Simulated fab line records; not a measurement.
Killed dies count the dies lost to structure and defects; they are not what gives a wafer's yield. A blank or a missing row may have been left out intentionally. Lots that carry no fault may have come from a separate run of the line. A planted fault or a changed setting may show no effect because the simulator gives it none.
fab line records ; flow n5Finfet
record: lots: 7; wafers: 21
route steps=1938 shown BEOL_M0_SAQP@643 BEOL_M0_CUTY@711 BEOL_M0@715 BEOL_M1@755
startH: hours from the record's opening day to when the first of the lot's shown wafers began ; waitH: hours since the lot's step before ; " unchanged from the row above ; L1.1+2: one row covering several wafers at once ; - no value present, or no start provided ; * or withheld: withheld ; < > ~ a bound
route shown NAME@n: names a module that has steps shown in the file, with the first one's number in the route ; usual: mean/standard deviation taken from wafers without a fault ; same: alike in all rows ; chamber/n: place in a boat ; sites: the reading at each site ; _std_site: how widely they spread, as a standard deviation ; _edge_site: mean of outer sites minus mean of inner sites ; radiusMm: for every site, how far away it sits from the centre of the wafer ; mask NAME#n: copy n ; behind: the tool/chamber that last shaped the wafer ; hold: what put the lot on hold/how long, in hours/how the hold closed ; device: whichever transistor did not switch (one of n, p or np) ; end of line: tests of these same wafers at the route's end ; where a step has no rows: the recipe by itself ; killed: not the wafer's yield, but the dies lost to structure and defects at the first sort ; map: dies across one wafer; x = killed, . = not, _ = none there
set.NAME: the run value of the setting; set.NAME@STEP: its run value at that earlier step ; model.NAME: the simulator's own value behind a step, which no gauge read
lots whose settings were changed on purpose; a table a step, a row a wafer
== steps ==
step: N5_BEOL_M0_SAQP_COAT_08
recipe: resist: CAR-ArF; spinRpm: 1500; resistThkNm: 90
lot.wafer;tool;chamber;startH;waitH;set.spinRpm;model.CAR-ArF_of_BEOL_M0_SAQP_COAT_08.thkNm
L076.1+6;lithoTrack-02;0;-;-;1500;90
L076.4;lithoTrack-02;0;-;-;1609;87
L079.1;lithoTrack-04;0;-;-;1337;94.8
L079.3;lithoTrack-04;0;-;-;1337;95
L079.6;lithoTrack-04;0;-;-;1500;89.6
L080.1;lithoTrack-05;0;-;-;1426;92
L080.3;lithoTrack-05;0;-;-;1500;89.8
L080.4;lithoTrack-05;0;-;-;1426;92.2
L082.2;lithoTrack-02;0;-;-;1500;90.2
L082.3+5;lithoTrack-02;0;-;-;1500;90
L086.2+3+5;lithoTrack-05;0;-;-;1500;89.6
L089.2+6;lithoTrack-04;0;-;-;1500;89.6
L089.4;lithoTrack-04;0;-;-;1400;93
L090.1;lithoTrack-05;0;-;-;1618;86.6
L090.5;lithoTrack-05;0;-;-;1618;86.4
L090.6;lithoTrack-05;0;-;-;1500;89.8
step: N5_BEOL_M0_SAQP_EBR_10
recipe: solvent: PGMEA; ebrWidthMm: 1.5
step: N5_BEOL_M0_SAQP_SOFTBAKE_09
recipe: tempC: 110; timeS: 60; resist: CAR-ArF
step: N5_BEOL_M0_SAQP_EXPOSE_11
recipe: maskId: M0_CORE; na: 1.35; sourceShape: dipole; sigmaInner: 0.538; sigmaOuter: 0.738; polarization: te; targetCdNm: 42; doseMj: 55
step: N5_BEOL_M0_SAQP_PEB_12
recipe: pebTempC: withheld; pebTimeS: 60; resist: CAR-ArF
step: N5_BEOL_M0_SAQP_DEVELOP_13
recipe: developTimeS: 30; developer: TMAH; resist: CAR-ArF; devTempC: 23; rinseLiquid: diw; dry: airSpin
lot.wafer;tool;chamber;startH;waitH;set.spinRpm@BEOL_M0_SAQP_COAT_08;model.CAR-ArF_of_BEOL_M0_SAQP_COAT_08.thkNm
L076.1;lithoTrack-02;0;-;-;1500;88.2
L076.4;lithoTrack-02;0;-;-;1609;85.4
L076.6;lithoTrack-02;0;-;-;1500;88.4
L079.1;lithoTrack-05;0;-;-;1337;93
L079.3;lithoTrack-05;0;-;-;1337;93.4
L079.6;lithoTrack-05;0;-;-;1500;88
L080.1;lithoTrack-05;0;-;-;1426;90.2
L080.3;lithoTrack-05;0;-;-;1500;88
L080.4;lithoTrack-05;0;-;-;1426;90.6
L082.2+3+5;lithoTrack-04;0;-;-;1500;88.4
L086.2+3;lithoTrack-05;0;-;-;1500;88
L086.5;lithoTrack-05;0;-;-;1500;87.8
L089.2+6;lithoTrack-04;0;-;-;1500;88
L089.4;lithoTrack-04;0;-;-;1400;91.2
L090.1+5;lithoTrack-02;0;-;-;1618;84.8
L090.6;lithoTrack-02;0;-;-;1500;88
step: N5_BEOL_M0_SAQP_ETCH_101
recipe: chemistry: CH3F/O2; target: SiNx; maskMaterial: SiO2; targetDepthA: 299; timeS: 42.7; pressureMtorr: 30; sourceW: 395; biasW: 73; Ar_flow_sccm: 150; CH3F_flow_sccm: 30; O2_flow_sccm: 20; ionEnergyEv: 120
step: N5_BEOL_M0_SAQP_ETCH_102
recipe: chemistry: CF4; target: SiO2; targetDepthA: 40; ionEnergyEv: 350; timeS: 4.4; pressureMtorr: 10; icpW: 800; biasW: 400; cf4FlowSccm: 80
step: N5_BEOL_M0_SAQP_MANDREL_ETCH_103
recipe: chemistry: HBr/Cl2; target: a-Si; targetDepthA: 450; btTimeS: 10; stopOn: SiCN; maskMaterial: SiO2; overEtchFrac: 0.8; timeS: 27; pressureMtorr: 10; icpW: 800; biasW: 75; HBr_flow_sccm: 150; Cl2_flow_sccm: 80; ends: endPoint
lot.wafer;tool;chamber;startH;waitH;set.timeS@BEOL_M0_SAQP_PECVD_96;model.etch.depthNm
L076.1;rieSi-06;2;125.67;0.0;45.2;43.81
L076.4;rieSi-06;0;125.67;0.0;45.2;45.1
L076.6;rieSi-06;2;125.67;0.0;45.2;44.78
L079.1;rieSi-03;3;137.86;0.0;45.2;45.57
L079.3;rieSi-03;0;137.86;0.0;47.54;46.89
L079.6;rieSi-03;2;137.86;0.0;45.2;45.25
L080.1;rieSi-06;3;147.53;0.0;45.2;45.72
L080.3;rieSi-06;1;147.53;0.0;48.23;48.7
L080.4;rieSi-06;2;147.53;0.0;48.23;49.28
L082.2;rieSi-03;2;158.46;0.0;45.2;44.9
L082.3;rieSi-03;1;158.46;0.0;45.2;44.13
L082.5;rieSi-03;2;158.46;0.0;47.83;47.61
L086.2;rieSi-03;3;182.61;0.0;45.2;44.15
L086.3;rieSi-03;2;182.61;0.0;45.2;45.37
L086.5;rieSi-03;2;182.61;0.0;45.2;45.51
L089.2;rieSi-04;0;203.78;0.0;45.2;44.19
L089.4;rieSi-04;2;203.78;0.0;45.2;44.91
L089.6;rieSi-04;2;203.78;0.0;45.2;45.42
L090.1;rieSi-03;0;207.44;0.0;41.41;41.4
L090.5;rieSi-03;0;207.44;0.0;41.41;42.42
L090.6;rieSi-03;1;207.44;0.0;45.2;45.22
step: N5_BEOL_M0_SAQP_SPACER2_ALD_26
recipe: material: SiO2; targetThkA: 150; tempC: 300; aldPrecursorFamily: BDEAS; aldCoReactant: O2-plasma; pulseTimeS: 1; purgeTimeS: 2; coReactantPurgeTimeS: 2; pressureTorr: 2
lot.wafer;tool;chamber;startH;waitH;set.targetThkA;set.timeS@BEOL_M0_SAQP_PECVD_96;model.SiO2_of_BEOL_M0_SAQP_SPACER2_ALD_26.thkNm;model.a-Si_of_BEOL_M0_SAQP_PECVD_96.thkNm
L076.1;aldSin-02;0;126.50;0.1;150;45.2;15.2;43
L076.4;aldSin-02;2;126.50;0.1;150;45.2;15;44.4
L076.6;aldSin-02;1;126.50;0.1;137.1;45.2;13.6;44
L079.1;aldSin-01;3;139.04;0.5;143.7;45.2;14.4;44.8
L079.3;aldSin-01;2;139.04;0.5;150;47.54;15;46.2
L079.6;aldSin-01;1;139.04;0.5;143.7;45.2;14.6;44.4
L080.1;aldSin-01;2;148.37;0.1;150;45.2;15;45
L080.3;aldSin-01;3;148.37;0.1;150;48.23;15;48
L080.4;aldSin-01;1;148.37;0.1;150;48.23;15.2;48.6
L082.2;aldSin-03;0;159.47;0.3;150;45.2;15;44.2
L082.3;aldSin-03;2;159.47;0.3;131.1;45.2;13;43.4
L082.5;aldSin-03;2;159.47;0.3;131.1;47.83;13;46.8
L086.2;aldSin-01;2;185.51;2.2;150;45.2;15;43.4
L086.3;aldSin-01;0;185.51;2.2;150;45.2;15;44.6
L086.5;aldSin-01;3;185.51;2.2;150;45.2;15.2;44.8
L089.2;aldSin-02;1;204.62;0.1;150;45.2;15;43.4
L089.4;aldSin-02;3;204.62;0.1;137.5;45.2;13.8;44.2
L089.6;aldSin-02;2;204.62;0.1;137.5;45.2;13.6;44.6
L090.1;aldSin-01;2;208.74;0.2;150;41.41;15;40.6
L090.5;aldSin-01;2;208.74;0.2;158.3;41.41;15.8;41.6
L090.6;aldSin-01;0;208.74;0.2;150;45.2;15.2;44.4
step: N5_BEOL_M0_SAQP_SPACER2_ETCHBACK_27
recipe: chemistry: CHF3/O2; mode: anisotropicEtchback; target: SiO2; targetDepthA: 225; timeS: 11.25; pressureMtorr: 30; sourceW: 650; biasW: 170; Ar_flow_sccm: 200; CHF3_flow_sccm: 50; O2_flow_sccm: 5; ionEnergyEv: 200
lot.wafer;tool;chamber;startH;waitH;set.timeS@BEOL_M0_SAQP_PECVD_96;model.a-Si_of_BEOL_M0_SAQP_PECVD_96.thkNm
L076.1;rieDiel-06;3;127.05;0.3;45.2;41.6
L076.4;rieDiel-06;1;127.05;0.3;45.2;43
L076.6;rieDiel-06;2;127.05;0.3;45.2;42.6
L079.1;rieDiel-05;3;139.59;0.3;45.2;43.4
L079.3;rieDiel-05;0;139.59;0.3;47.54;44.8
L079.6;rieDiel-05;0;139.59;0.3;45.2;43
L080.1;rieDiel-05;0;148.96;0.3;45.2;43.6
L080.3;rieDiel-05;3;148.96;0.3;48.23;46.6
L080.4;rieDiel-05;1;148.96;0.3;48.23;47
L082.2;rieDiel-06;0;160.05;0.3;45.2;42.8
L082.3;rieDiel-06;1;160.05;0.3;45.2;42
L082.5;rieDiel-06;1;160.05;0.3;47.83;45.6
L086.2;rieDiel-02;3;186.06;0.3;45.2;42
L086.3;rieDiel-02;0;186.06;0.3;45.2;43.2
L086.5;rieDiel-02;3;186.06;0.3;45.2;43.4
L089.2;rieDiel-05;0;205.18;0.3;45.2;42
L089.4;rieDiel-05;1;205.18;0.3;45.2;42.8
L089.6;rieDiel-05;3;205.18;0.3;45.2;43.2
L090.1;rieDiel-06;1;209.55;0.5;41.41;39.2
L090.5;rieDiel-06;0;209.55;0.5;41.41;40.2
L090.6;rieDiel-06;1;209.55;0.5;45.2;43.2
step: N5_BEOL_M0_SAQP_MANDREL2_REMOVE_110
recipe: chemistry: HBr/Cl2/O2; btTimeS: 10; target: a-Si; stopOn: SiCN; endpoint: OES-SiCl; overEtchFrac: 1; icpW: 600; biasW: 30; HBr_flow_sccm: 150; Cl2_flow_sccm: 80; O2_flow_sccm: 5; pressureMtorr: 10
lot.wafer;tool;chamber;startH;waitH;set.targetThkA@BEOL_M0_SAQP_SPACER2_ALD_26;model.BEOL_M0_SAQP.cdNm
L076.1;rieSi-03;3;127.14;0.1;150;15
L076.4;rieSi-03;2;127.14;0.1;150;15.2
L076.6;rieSi-03;0;127.14;0.1;137.1;13.6
L079.1;rieSi-06;1;139.68;0.1;143.7;14.2
L079.3;rieSi-06;3;139.68;0.1;150;14.8
L079.6;rieSi-06;3;139.68;0.1;143.7;14.4
L080.1;rieSi-06;3;149.04;0.1;150;14.8
L080.3+4;rieSi-06;2,0;149.04;0.1;150;15
L082.2;rieSi-06;2;160.14;0.1;150;15.2
L082.3+5;rieSi-06;0,2;160.14;0.1;131.1;13
L086.2;rieSi-03;3;186.15;0.1;150;14.8
L086.3+5;rieSi-03;2,3;186.15;0.1;150;15
L089.2;rieSi-06;1;205.27;0.1;150;15
L089.4;rieSi-06;3;205.27;0.1;137.5;13.6
L089.6;rieSi-06;1;205.27;0.1;137.5;13.4
L090.1;rieSi-03;3;209.64;0.1;150;15
L090.5;rieSi-03;2;209.64;0.1;158.3;16
L090.6;rieSi-03;1;209.64;0.1;150;15.2
step: N5_BEOL_M0_SAQP_CD_MEAS_29
recipe: targetCdNm: 14.4; landingEnergyEv: 1000; detector: seInlens
usual: cdNm: 14.93/0.23
lot.wafer;tool;chamber;startH;waitH;set.targetThkA@BEOL_M0_SAQP_SPACER2_ALD_26;cdNm
L076.1;cdSem-02;0;127.25;0.1;150;15.08
L076.4;cdSem-02;0;127.25;0.1;150;14.74
L076.6;cdSem-02;0;127.25;0.1;137.1;13.40
L079.1;cdSem-02;0;139.79;0.1;143.7;13.89
L079.3;cdSem-02;0;139.79;0.1;150;14.66
L079.6;cdSem-02;0;139.79;0.1;143.7;14.35
L080.1;cdSem-01;0;149.15;0.1;150;15.01
L080.3;cdSem-01;0;149.15;0.1;150;14.72
L080.4;cdSem-01;0;149.15;0.1;150;15.01
L082.2;cdSem-02;0;160.25;0.1;150;14.95
L082.3;cdSem-02;0;160.25;0.1;131.1;13.05
L082.5;cdSem-02;0;160.25;0.1;131.1;13.16
L086.2;cdSem-01;0;186.26;0.1;150;15.01
L086.3;cdSem-01;0;186.26;0.1;150;14.60
L086.5;cdSem-01;0;186.26;0.1;150;14.79
L089.2;cdSem-03;0;205.38;0.1;150;14.81
L089.4;cdSem-03;0;205.38;0.1;137.5;13.39
L089.6;cdSem-03;0;205.38;0.1;137.5;13.39
L090.1;cdSem-01;0;209.75;0.1;150;14.90
L090.5;cdSem-01;0;209.75;0.1;158.3;16.53
L090.6;cdSem-01;0;209.75;0.1;150;15.11
step: N5_BEOL_M0_SAQP_COAT_87
recipe: resist: underlayer; tempC: 205; timeS: 60; spinRpm: 1500; resistThkNm: 5
lot.wafer;tool;chamber;startH;waitH;set.spinRpm
L076.1+4+6;lithoTrack-02;0;-;-;1500
L079.1+6;lithoTrack-02;0;-;-;1380
L079.3;lithoTrack-02;0;-;-;1500
L080.1;lithoTrack-02;0;-;-;1500
L080.3+4;lithoTrack-02;0;-;-;1635
L082.2;lithoTrack-04;0;-;-;1500
L082.3+5;lithoTrack-04;0;-;-;1601
L086.2+3+5;lithoTrack-05;0;-;-;1500
L089.2+4;lithoTrack-02;0;-;-;1438
L089.6;lithoTrack-02;0;-;-;1500
L090.1;lithoTrack-04;0;-;-;1363
L090.5+6;lithoTrack-04;0;-;-;1500
step: N5_BEOL_M0_SAQP_COAT_34
recipe: resist: CAR-EUV; spinRpm: 1500; resistThkNm: 30
step: N5_BEOL_M0_SAQP_EBR_36
recipe: solvent: PGMEA; ebrWidthMm: 1.5
step: N5_BEOL_M0_SAQP_DESCUM_45
recipe: chemistry: O2; timeS: 7; sourcePowerW: 50; biasPowerW: 20; pressureMtorr: 20; rfFrequencyHz: 2.712e+07; tempC: 40; resist: CAR-EUV; o2FlowSccm: 225
step: N5_BEOL_M0_SAQP_ETCH_88
recipe: chemistry: N2/H2; target: underlayer; targetDepthA: 65; timeS: 5.2; ionEnergyEv: 200; maskMaterial: CAR-EUV; pressureMtorr: 30; sourceW: 840; biasW: 150; n2FlowSccm: 200; h2FlowSccm: 200; ends: cleared
lot.wafer;tool;chamber;startH;waitH;set.spinRpm@BEOL_M0_SAQP_COAT_87;model.etch.depthNm
L076.1+4;rieDiel-02;0,3;127.76;0.0;1500;4.98
L076.6;rieDiel-02;0;127.76;0.0;1500;4.984
L079.1;rieDiel-05;2;140.38;0.0;1380;5.218
L079.3;rieDiel-05;0;140.38;0.0;1500;4.999
L079.6;rieDiel-05;1;140.38;0.0;1380;5.216
L080.1;rieDiel-02;0;149.77;0.0;1500;4.982
L080.3;rieDiel-02;2;149.77;0.0;1635;4.771
L080.4;rieDiel-02;1;149.77;0.0;1635;4.766
L082.2;rieDiel-05;0;161.20;0.0;1500;4.991
L082.3;rieDiel-05;1;161.20;0.0;1601;4.837
L082.5;rieDiel-05;0;161.20;0.0;1601;4.845
L086.2;rieDiel-05;0;186.85;0.0;1500;4.997
L086.3;rieDiel-05;3;186.85;0.0;1500;4.996
L086.5;rieDiel-05;0;186.85;0.0;1500;5.005
L089.2;rieDiel-02;3;205.84;0.0;1438;5.076
L089.4;rieDiel-02;2;205.84;0.0;1438;5.093
L089.6;rieDiel-02;1;205.84;0.0;1500;4.964
L090.1;rieDiel-02;2;210.42;0.0;1363;5.258
L090.5;rieDiel-02;2;210.42;0.0;1500;4.997
L090.6;rieDiel-02;1;210.42;0.0;1500;5.006
step: N5_BEOL_M0_SAQP_ETCH_73
recipe: chemistry: CF4; target: SiARC; targetDepthA: 195; maskMaterial: CAR-EUV; timeS: 32.5; ionEnergyEv: 80; pressureMtorr: 40; sourceW: 545; biasW: 36; Ar_flow_sccm: 100; cf4FlowSccm: 100; ends: cleared
step: N5_BEOL_M0_SAQP_CUT_ETCH_46
recipe: chemistry: N2/H2; target: SOC; targetDepthA: 1350; overetchA: 270; tempC: 40; timeS: 202.5; ionEnergyEv: 200; maskMaterial: SiARC; pressureMtorr: 30; sourceW: 840; biasW: 150; n2FlowSccm: 200; h2FlowSccm: 200
step: N5_BEOL_M0_CUTY_DESCUM_61
recipe: chemistry: O2; timeS: 7.9; sourcePowerW: 50; biasPowerW: 20; pressureMtorr: 20; rfFrequencyHz: 2.712e+07; tempC: 40; resist: CAR-ArF-block; o2FlowSccm: 225
step: N5_BEOL_M0_CUTY_ETCH_62
recipe: chemistry: CF4; target: SiARC; maskMaterial: CAR-ArF-block; timeS: 58.5; ionEnergyEv: 80; pressureMtorr: 40; sourceW: 545; biasW: 36; Ar_flow_sccm: 100; cf4FlowSccm: 100; ends: cleared
step: N5_BEOL_M0_CUTY_ETCH_63
recipe: chemistry: N2/H2; target: SOC; targetDepthA: 827; overetchA: 165; maskMaterial: SiARC; tempC: 40; ionEnergyEv: 200; timeS: 124; pressureMtorr: 30; sourceW: 840; biasW: 150; n2FlowSccm: 200; h2FlowSccm: 200
lot.wafer;tool;chamber;startH;waitH;set.targetThkA@BEOL_M0_SAQP_SPACER2_ALD_26;model.SiO2_of_BEOL_M0_SAQP_SPACER2_ALD_26.thkNm
L076.1;rieDiel-03;0;129.27;0.0;150;7.4
L076.4;rieDiel-03;3;129.27;0.0;150;7.2
L076.6;rieDiel-03;2;129.27;0.0;137.1;5.6
L079.1;rieDiel-01;0;141.92;0.0;143.7;6.4
L079.3;rieDiel-01;1;141.92;0.0;150;7.2
L079.6;rieDiel-01;1;141.92;0.0;143.7;6.6
L080.1;rieDiel-03;3;151.36;0.0;150;7.2
L080.3;rieDiel-03;2;151.36;0.0;150;7
L080.4;rieDiel-03;0;151.36;0.0;150;7.4
L082.2;rieDiel-04;0;162.88;0.0;150;7
L082.3;rieDiel-04;1;162.88;0.0;131.1;5.2
L082.5;rieDiel-04;2;162.88;0.0;131.1;4.8
L086.2+3+5;rieDiel-01;3,2,1;189.33;0.0;150;7.2
L089.2;rieDiel-01;3;207.84;0.0;150;7
L089.4;rieDiel-01;2;207.84;0.0;137.5;5.8
L089.6;rieDiel-01;2;207.84;0.0;137.5;5.6
L090.1;rieDiel-03;1;213.09;0.0;150;7
L090.5;rieDiel-03;0;213.09;0.0;158.3;8.2
L090.6;rieDiel-03;3;213.09;0.0;150;7.4
step: N5_BEOL_M0_CUTY_STRIP_64
recipe: chemistry: N2/H2; tempC: 40; n2FlowSccm: 200; h2FlowSccm: 200; rfFrequencyHz: 6e+07
step: N5_BEOL_M0_ETCH_138
recipe: chemistry: CH3F/O2; targetDepthA: 120; target: SiCN; timeS: 31.6; ionEnergyEv: 120; pressureMtorr: 30; sourceW: 395; biasW: 75; Ar_flow_sccm: 150; CH3F_flow_sccm: 30; O2_flow_sccm: 20; ends: cleared
lot.wafer;tool;chamber;startH;waitH;set.targetThkA@BEOL_M0_SAQP_SPACER2_ALD_26;model.SiO2_of_BEOL_M0_SAQP_SPACER2_ALD_26.thkNm
L076.1;rieDiel-03;0;129.40;0.0;150;5.4
L076.4;rieDiel-03;3;129.40;0.0;150;5
L076.6;rieDiel-03;2;129.40;0.0;137.1;3.6
L079.1;rieDiel-01;0;142.05;0.0;143.7;4.4
L079.3;rieDiel-01;1;142.05;0.0;150;5.4
L079.6;rieDiel-01;1;142.05;0.0;143.7;4.6
L080.1;rieDiel-03;3;151.48;0.0;150;5.2
L080.3;rieDiel-03;2;151.48;0.0;150;5
L080.4;rieDiel-03;0;151.48;0.0;150;5.4
L082.2;rieDiel-04;0;163.01;0.0;150;5.2
L082.3;rieDiel-04;1;163.01;0.0;131.1;3.2
L082.5;rieDiel-04;2;163.01;0.0;131.1;2.8
L086.2;rieDiel-01;3;189.46;0.0;150;5
L086.3+5;rieDiel-01;2,1;189.46;0.0;150;5.2
L089.2;rieDiel-01;3;207.97;0.0;150;5
L089.4;rieDiel-01;2;207.97;0.0;137.5;3.8
L089.6;rieDiel-01;2;207.97;0.0;137.5;3.6
L090.1;rieDiel-03;1;213.21;0.0;150;5
L090.5;rieDiel-03;0;213.21;0.0;158.3;6.2
L090.6;rieDiel-03;3;213.21;0.0;150;5.4
step: N5_BEOL_M0_HM_OPEN_105
recipe: chemistry: Cl2/BCl3; targetDepthA: 120; target: TiN; ionEnergyEv: 150; pressureMtorr: 10; icpW: 1000; biasW: 126; Cl2_flow_sccm: 53.25; bcl3FlowSccm: 21.75; Ar_flow_sccm: 25
lot.wafer;tool;chamber;startH;waitH;set.targetThkA@BEOL_M0_SAQP_SPACER2_ALD_26;model.SiO2_of_BEOL_M0_SAQP_SPACER2_ALD_26.thkNm
L076.1;rieMetal-01;1;131.10;1.7;150;3
L076.4;rieMetal-01;1;131.10;1.7;150;2.6
L076.6;rieMetal-01;0;131.10;1.7;137.1;1.6
L079.1;rieMetal-01;1;143.32;1.2;143.7;2
L079.3;rieMetal-01;1;143.32;1.2;150;3
L079.6;rieMetal-01;0;143.32;1.2;143.7;2.2
L080.1+4;rieMetal-01;0,1;151.93;0.4;150;2.8
L080.3;rieMetal-01;0;151.93;0.4;150;2.6
L082.2;rieMetal-01;1;163.53;0.5;150;2.8
L082.3;rieMetal-01;0;163.53;0.5;131.1;1.6
L082.5;rieMetal-01;1;163.53;0.5;131.1;1.4
L086.2+5;rieMetal-03;0,1;191.31;1.8;150;2.8
L086.3;rieMetal-03;0;191.31;1.8;150;3
L089.2;rieMetal-03;0;208.09;0.1;150;2.8
L089.4+6;rieMetal-03;1,0;208.09;0.1;137.5;1.8
L090.1;rieMetal-02;0;214.57;1.3;150;2.4
L090.5;rieMetal-02;1;214.57;1.3;158.3;3.8
L090.6;rieMetal-02;0;214.57;1.3;150;2.8
step: N5_BEOL_M1_COAT_61
recipe: resist: SOC; tempC: 250; timeS: 60; spinRpm: 1500; resistThkNm: 60
lot.wafer;tool;chamber;startH;waitH;set.spinRpm;model.SOC_of_BEOL_M1_COAT_61.thkNm
L076.1;lithoTrack-03;0;137.30;0.1;1383;62.4
L076.4;lithoTrack-03;0;137.30;0.1;1383;62.6
L076.6;lithoTrack-03;0;137.30;0.1;1500;60
L079.1+3;lithoTrack-05;0;150.58;0.1;1500;60
L079.6;lithoTrack-05;0;150.58;0.1;1661;57
L080.1+3;lithoTrack-05;0;156.79;0.1;1500;60
L080.4;lithoTrack-05;0;156.79;0.1;1406;62.2
L082.2+5;lithoTrack-02;0;169.31;0.1;1500;59.8
L082.3;lithoTrack-02;0;169.31;0.1;1500;60
L086.2+3+5;lithoTrack-05;0;198.02;0.1;1500;60
L089.2;lithoTrack-03;0;213.13;0.1;1448;60.8
L089.4+6;lithoTrack-03;0;213.13;0.1;1500;59.8
L090.1;lithoTrack-03;0;221.51;0.1;1500;60.2
L090.5+6;lithoTrack-03;0;221.51;0.1;1500;60
step: N5_BEOL_M1_COAT_62
recipe: resist: SiARC; tempC: 220; timeS: 60; spinRpm: 1500; resistThkNm: 12
lot.wafer;tool;chamber;startH;waitH;set.spinRpm;model.SiARC_of_BEOL_M1_COAT_62.thkNm
L076.1;lithoTrack-03;0;-;-;1500;12
L076.4+6;lithoTrack-03;0;-;-;1350;12.6
L079.1+3+6;lithoTrack-05;0;-;-;1500;12
L080.1+3+4;lithoTrack-05;0;-;-;1500;12
L082.2+3;lithoTrack-02;0;-;-;1500;12
L082.5;lithoTrack-02;0;-;-;1618;11.6
L086.2+3+5;lithoTrack-05;0;-;-;1500;12
L089.2+6;lithoTrack-03;0;-;-;1641;11.4
L089.4;lithoTrack-03;0;-;-;1500;12
L090.1;lithoTrack-03;0;-;-;1500;12
L090.5+6;lithoTrack-03;0;-;-;1451;12.2
step: N5_BEOL_M1_COAT_73
recipe: resist: underlayer; tempC: 205; timeS: 60; spinRpm: 1500; resistThkNm: 5
step: N5_BEOL_M1_COAT_05
recipe: resist: CAR-EUV; spinRpm: 1500; resistThkNm: 30
step: N5_BEOL_M1_DESCUM_16
recipe: chemistry: O2; timeS: 7; sourcePowerW: 50; biasPowerW: 20; pressureMtorr: 20; rfFrequencyHz: 2.712e+07; tempC: 40; resist: CAR-EUV; o2FlowSccm: 225
step: N5_BEOL_M1_ETCH_74
recipe: chemistry: N2/H2; target: underlayer; targetDepthA: 65; maskMaterial: CAR-EUV; timeS: 5.2; ionEnergyEv: 200; pressureMtorr: 30; sourceW: 840; biasW: 150; n2FlowSccm: 200; h2FlowSccm: 200; ends: cleared
step: N5_BEOL_M1_ETCH_63
recipe: chemistry: CF4; target: SiARC; targetDepthA: 156; maskMaterial: CAR-EUV; timeS: 26; ionEnergyEv: 80; pressureMtorr: 40; sourceW: 545; biasW: 36; Ar_flow_sccm: 100; cf4FlowSccm: 100; ends: cleared
lot.wafer;tool;chamber;startH;waitH;set.spinRpm@BEOL_M1_COAT_62;model.CAR-EUV_of_BEOL_M1_COAT_05.thkNm;model.etch.depthNm
L076.1;rieDiel-02;2;137.81;0.0;1500;11.2;12
L076.4;rieDiel-02;1;137.81;0.0;1350;10.6;12.65
L076.6;rieDiel-02;2;137.81;0.0;1350;10.6;12.62
L079.1;rieDiel-02;0;151.55;0.0;1500;11.2;11.95
L079.3;rieDiel-02;1;151.55;0.0;1500;11.2;12.02
L079.6;rieDiel-02;2;151.55;0.0;1500;11.2;11.99
L080.1;rieDiel-02;2;157.35;0.0;1500;11;12
L080.3;rieDiel-02;0;157.35;0.0;1500;11;11.99
L080.4;rieDiel-02;1;157.35;0.0;1500;10.8;12.02
L082.2;rieDiel-06;2;169.87;0.0;1500;10.8;11.99
L082.3;rieDiel-06;1;169.87;0.0;1500;11;11.98
L082.5;rieDiel-06;3;169.87;0.0;1618;11.2;11.53
L086.2;rieDiel-05;3;198.46;0.0;1500;11;12.04
L086.3;rieDiel-05;1;198.46;0.0;1500;11;12.01
L086.5;rieDiel-05;1;198.46;0.0;1500;11;12
L089.2;rieDiel-02;0;213.57;0.0;1641;11.6;11.47
L089.4;rieDiel-02;3;213.57;0.0;1500;11;11.98
L089.6;rieDiel-02;2;213.57;0.0;1641;11.4;11.43
L090.1;rieDiel-06;0;222.00;0.0;1500;11.2;11.93
L090.5;rieDiel-06;0;222.00;0.0;1451;11;12.17
L090.6;rieDiel-06;3;222.00;0.0;1451;11;12.21
== key ==
split: step: N5_BEOL_M0_SAQP_COAT_08; setting: spinRpm; stated: 1500; by: wafer
response: step: N5_BEOL_M0_SAQP_COAT_08; reading: model.CAR-ArF_of_BEOL_M0_SAQP_COAT_08.thkNm; change: -0.462; per: 1%; r: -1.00
response: step: N5_BEOL_M0_SAQP_DEVELOP_13; reading: model.CAR-ArF_of_BEOL_M0_SAQP_COAT_08.thkNm; change: -0.451; per: 1%; r: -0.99
split: step: N5_BEOL_M0_SAQP_SPACER2_ALD_26; setting: targetThkA; stated: 150; by: wafer
response: step: N5_BEOL_M0_SAQP_SPACER2_ALD_26; reading: model.SiO2_of_BEOL_M0_SAQP_SPACER2_ALD_26.thkNm; change: +0.157; per: 1%; r: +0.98
response: step: N5_BEOL_M0_SAQP_MANDREL2_REMOVE_110; reading: model.BEOL_M0_SAQP.cdNm; change: +0.172; per: 1%; r: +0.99
response: step: N5_BEOL_M0_SAQP_CD_MEAS_29; reading: cdNm; change: +0.168; per: 1%; r: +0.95
response: step: N5_BEOL_M0_CUTY_ETCH_63; reading: model.SiO2_of_BEOL_M0_SAQP_SPACER2_ALD_26.thkNm; change: +0.169; per: 1%; r: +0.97
response: step: N5_BEOL_M0_ETCH_138; reading: model.SiO2_of_BEOL_M0_SAQP_SPACER2_ALD_26.thkNm; change: +0.176; per: 1%; r: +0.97
response: step: N5_BEOL_M0_HM_OPEN_105; reading: model.SiO2_of_BEOL_M0_SAQP_SPACER2_ALD_26.thkNm; change: +0.13; per: 1%; r: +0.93
split: step: N5_BEOL_M0_SAQP_COAT_87; setting: spinRpm; stated: 1500; by: wafer
response: step: N5_BEOL_M0_SAQP_ETCH_88; reading: model.etch.depthNm; change: -0.0258; per: 1%; r: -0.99
split: step: N5_BEOL_M1_COAT_61; setting: spinRpm; stated: 1500; by: wafer
response: step: N5_BEOL_M1_COAT_61; reading: model.SOC_of_BEOL_M1_COAT_61.thkNm; change: -0.303; per: 1%; r: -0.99
split: step: N5_BEOL_M1_COAT_62; setting: spinRpm; stated: 1500; by: wafer
response: step: N5_BEOL_M1_COAT_62; reading: model.SiARC_of_BEOL_M1_COAT_62.thkNm; change: -0.0592; per: 1%; r: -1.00
response: step: N5_BEOL_M1_ETCH_63; reading: model.CAR-EUV_of_BEOL_M1_COAT_05.thkNm; change: +0.0526; per: 1%; r: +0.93
response: step: N5_BEOL_M1_ETCH_63; reading: model.etch.depthNm; change: -0.0604; per: 1%; r: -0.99
split outsideThisFile step=N5_BEOL_M0_SAQP_PECVD_96 setting=timeS
split outsideThisFile: this setting was split too, and the file shows its column; the key of that split is in another file
